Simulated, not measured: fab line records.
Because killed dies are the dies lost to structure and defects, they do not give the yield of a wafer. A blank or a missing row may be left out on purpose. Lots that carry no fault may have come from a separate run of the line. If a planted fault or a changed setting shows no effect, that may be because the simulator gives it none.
Which tool was responsible? -- flow n5Finfet -- 24 wafers from 8 lots sampled at 4 of the route's 1938 steps

## WHAT THE GAUGES SHOWED, per wafer
N5_FIN_SAQP_THK_MEAS_05.
lot,measured,on,thkNm (nm)
L562,day 2 23:57,filmMetro-01,37.9 38.6 38.6
L568,day 4 08:55,filmMetro-02,38.3 38.5 39.2
L569,day 4 15:01,filmMetro-01,37.4 31.9 37.9
L572,day 5 09:53,filmMetro-01,38.6 38.3 38.6
L575,day 6 04:20,filmMetro-01,37.5 38.3 38.5
L578,day 6 21:35,filmMetro-02,37.8 38.3 37.9
L579,day 7 02:55,filmMetro-02,38.1 38.7 38.6
L581,day 7 15:29,filmMetro-02,37.9 39.6 38.6

## EACH LOT AND THE TOOL THAT RAN IT (in order: tool; ch and the chambers of the sampled wafers; start)
lot,N5_PMOS_HMC_CHANNEL_EPI_HM_DEP_34,N5_PMOS_HMC_CHANNEL_EPI_DESCUM_14,N5_FIN_SAQP_HM_DEP_03
L562,"pecvd-01 ch 1,2, day 2 19:16","rieDiel-02 ch 0,1,3, day 2 19:47","pecvd-01 ch 1,2, day 2 23:50"
L568,"pecvd-02 ch 1,2, day 4 04:47","rieDiel-03 ch 0,1,3, day 4 05:25","pecvd-01 ch 1,2, day 4 08:47"
L569,"pecvd-04 ch 0,1,2, day 4 10:44","rieDiel-03 ch 1,2,3, day 4 11:14","pecvd-01 ch 1,2, day 4 14:53"
L572,"pecvd-02 ch 1,2, day 5 04:38","rieDiel-03 ch 1,2,3, day 5 05:01","pecvd-03 ch 0,1, day 5 09:47"
L575,"pecvd-01 ch 0,1, day 5 23:43","rieDiel-03 ch 0,3, day 6 00:13","pecvd-03 ch 0,1,2, day 6 04:14"
L578,"pecvd-01 ch 0,1, day 6 17:03","rieDiel-03 ch 1,2,3, day 6 17:26","pecvd-03 ch 0,1,2, day 6 21:31"
L579,"pecvd-02 ch 0,1,2, day 6 22:40","rieDiel-02 ch 2,3, day 6 23:02","pecvd-03 ch 0,2, day 7 02:50"
L581,"pecvd-01 ch 0,1, day 7 10:55","rieDiel-03 ch 0,1,2, day 7 11:24","pecvd-03 ch 0,1,2, day 7 15:24"
- N5_PMOS_HMC_CHANNEL_EPI_HM_DEP_34: deposits SiO2 from TEOS/O2, target thk 36 nm, time 6.9 s.
- N5_PMOS_HMC_CHANNEL_EPI_DESCUM_14: chemistry O2, time 7.9 s.
- N5_FIN_SAQP_HM_DEP_03: deposits SiNx from SiH4/NH3/N2, target thk 38 nm, time 33.6 s.

## THE ANSWER, worked out from the rows above alone
Rule: the usual values come from the lots themselves. The widest of any qualifying gaps counts: lots, ordered by their means at a reading, are off when they make up no more than a third of the lots, leave a main group of 4 or more, and stand apart from it by 3 or more times the standard deviation of that group's means. The tables above print the reading to a certain number of digits; a main group whose means all agree to those digits is not used. Also off: a lot with no number at a reading for which 4 or more lots have one. Any other lot the step has rows for is counted as sound.
Off: L569, at N5_FIN_SAQP_THK_MEAS_05 (thkNm). Main group: mean 38.4 nm, sd 0.25.
A tool fits if, at a process step before that reading, it ran every lot that is off, and no sound lot after the first of them. Those tools and the gauges at N5_FIN_SAQP_THK_MEAS_05 are tried in the same way. This does not decide it: 2 tools fit, namely pecvd-04 at N5_PMOS_HMC_CHANNEL_EPI_HM_DEP_34 and pecvd-01 at N5_FIN_SAQP_HM_DEP_03.

## WHAT THE SIMULATOR PUT IN
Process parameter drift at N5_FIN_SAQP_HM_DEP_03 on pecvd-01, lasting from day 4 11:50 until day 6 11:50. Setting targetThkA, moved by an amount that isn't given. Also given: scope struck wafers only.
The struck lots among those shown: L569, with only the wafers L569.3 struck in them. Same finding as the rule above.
